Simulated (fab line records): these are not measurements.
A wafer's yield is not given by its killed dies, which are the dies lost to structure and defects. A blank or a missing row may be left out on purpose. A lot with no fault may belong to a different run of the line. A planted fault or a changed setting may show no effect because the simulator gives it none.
The tool behind it: which one? :: flow n5Finfet :: 24 wafers from 8 lots sampled at 4 of the route's 1938 steps

== WHAT THE GAUGES SHOWED, per wafer ==
N5_FIN_SAQP_THK_MEAS_05.
lot: L337
measured: day 1 20:57
on: filmMetro-01
thkNm (nm): 38.1 37.6 38.8

lot: L340
measured: day 2 14:47
on: filmMetro-02
thkNm (nm): 37.7 37.9 37.8

lot: L341
measured: day 2 20:35
on: filmMetro-01
thkNm (nm): 38.0 37.6 38.3

lot: L346
measured: day 4 03:43
on: filmMetro-02
thkNm (nm): 56.3 37.6 37.5

lot: L347
measured: day 4 09:27
on: filmMetro-01
thkNm (nm): 37.7 37.9 38.6

lot: L355
measured: day 6 10:35
on: filmMetro-02
thkNm (nm): 37.5 37.0 37.8

lot: L358
measured: day 7 02:41
on: filmMetro-01
thkNm (nm): 36.9 37.6 38.5

lot: L359
measured: day 7 08:53
on: filmMetro-02
thkNm (nm): 37.2 37.2 38.2

== WHICH TOOL RAN EACH LOT (tool, then ch and the chambers of the sampled wafers, then the start) ==
lot: L337
N5_PMOS_HMC_CHANNEL_EPI_HM_DEP_34: pecvd-01 ch 1,2, day 1 16:53
N5_PMOS_HMC_CHANNEL_EPI_FIN_RECESS_16: rieSi-04 ch 0,1,3, day 1 18:02
N5_FIN_SAQP_HM_DEP_03: pecvd-02 ch 0,1,2, day 1 20:52

lot: L340
N5_PMOS_HMC_CHANNEL_EPI_HM_DEP_34: pecvd-01 ch 0,1, day 2 10:54
N5_PMOS_HMC_CHANNEL_EPI_FIN_RECESS_16: rieSi-01 ch 0,1, day 2 11:51
N5_FIN_SAQP_HM_DEP_03: pecvd-04 ch 0,1, day 2 14:42

lot: L341
N5_PMOS_HMC_CHANNEL_EPI_HM_DEP_34: pecvd-01 ch 0,1,2, day 2 16:47
N5_PMOS_HMC_CHANNEL_EPI_FIN_RECESS_16: rieSi-01 ch 0,1, day 2 17:36
N5_FIN_SAQP_HM_DEP_03: pecvd-04 ch 0,1,2, day 2 20:31

lot: L346
N5_PMOS_HMC_CHANNEL_EPI_HM_DEP_34: pecvd-03 ch 0,1,2, day 3 23:02
N5_PMOS_HMC_CHANNEL_EPI_FIN_RECESS_16: rieSi-03 ch 0,1, day 4 00:13
N5_FIN_SAQP_HM_DEP_03: pecvd-04 ch 0,1,2, day 4 03:38

lot: L347
N5_PMOS_HMC_CHANNEL_EPI_HM_DEP_34: pecvd-04 ch 0,1, day 4 05:07
N5_PMOS_HMC_CHANNEL_EPI_FIN_RECESS_16: rieSi-03 ch 1,2,3, day 4 06:04
N5_FIN_SAQP_HM_DEP_03: pecvd-02 ch 0,1, day 4 09:22

lot: L355
N5_PMOS_HMC_CHANNEL_EPI_HM_DEP_34: pecvd-01 ch 0,1,2, day 6 05:27
N5_PMOS_HMC_CHANNEL_EPI_FIN_RECESS_16: rieSi-03 ch 0,2,3, day 6 06:24
N5_FIN_SAQP_HM_DEP_03: pecvd-04 ch 0,1,2, day 6 10:30

lot: L358
N5_PMOS_HMC_CHANNEL_EPI_HM_DEP_34: pecvd-01 ch 1,2, day 6 22:56
N5_PMOS_HMC_CHANNEL_EPI_FIN_RECESS_16: rieSi-01 ch 1,3, day 6 23:46
N5_FIN_SAQP_HM_DEP_03: pecvd-04 ch 0,2, day 7 02:35

lot: L359
N5_PMOS_HMC_CHANNEL_EPI_HM_DEP_34: pecvd-03 ch 0,1, day 7 04:49
N5_PMOS_HMC_CHANNEL_EPI_FIN_RECESS_16: rieSi-04 ch 0,1,3, day 7 05:56
N5_FIN_SAQP_HM_DEP_03: pecvd-02 ch 0,2, day 7 08:46
- N5_PMOS_HMC_CHANNEL_EPI_HM_DEP_34: deposits SiO2 from TEOS/O2, target thk 36 nm, time 6.9 s.
- N5_PMOS_HMC_CHANNEL_EPI_FIN_RECESS_16: chemistry HBr/Cl2, target Si, target depth 54 nm, time 18 s.
- N5_FIN_SAQP_HM_DEP_03: deposits SiNx from SiH4/NH3/N2, target thk 38 nm, time 33.6 s.

== THE ANSWER, worked out from the rows above alone ==
Rule: the lots themselves supply what counts as usual. The widest of any qualifying gaps counts: lots, ordered by their means at a reading, are off when they make up no more than a third of the lots, leave a main group of 4 or more, and stand apart from it by 3 or more times the standard deviation of that group's means. A main group whose means are all the same, to the digits that the tables above print for the reading, isn't used. A lot without any number at a reading at which 4 lots or more have one is off too. Any other lot the step has rows for is counted as sound.
Off: L346 (N5_FIN_SAQP_THK_MEAS_05, thkNm). The main group has a mean of 37.8 nm with a standard deviation of 0.26.
If a tool, at a process step before that reading, ran all the lots that are off and no sound lot after the first of them, it fits. The gauges at N5_FIN_SAQP_THK_MEAS_05 are tried like those tools. Of those tried, none fits.

== WHAT THE SIMULATOR PUT IN ==
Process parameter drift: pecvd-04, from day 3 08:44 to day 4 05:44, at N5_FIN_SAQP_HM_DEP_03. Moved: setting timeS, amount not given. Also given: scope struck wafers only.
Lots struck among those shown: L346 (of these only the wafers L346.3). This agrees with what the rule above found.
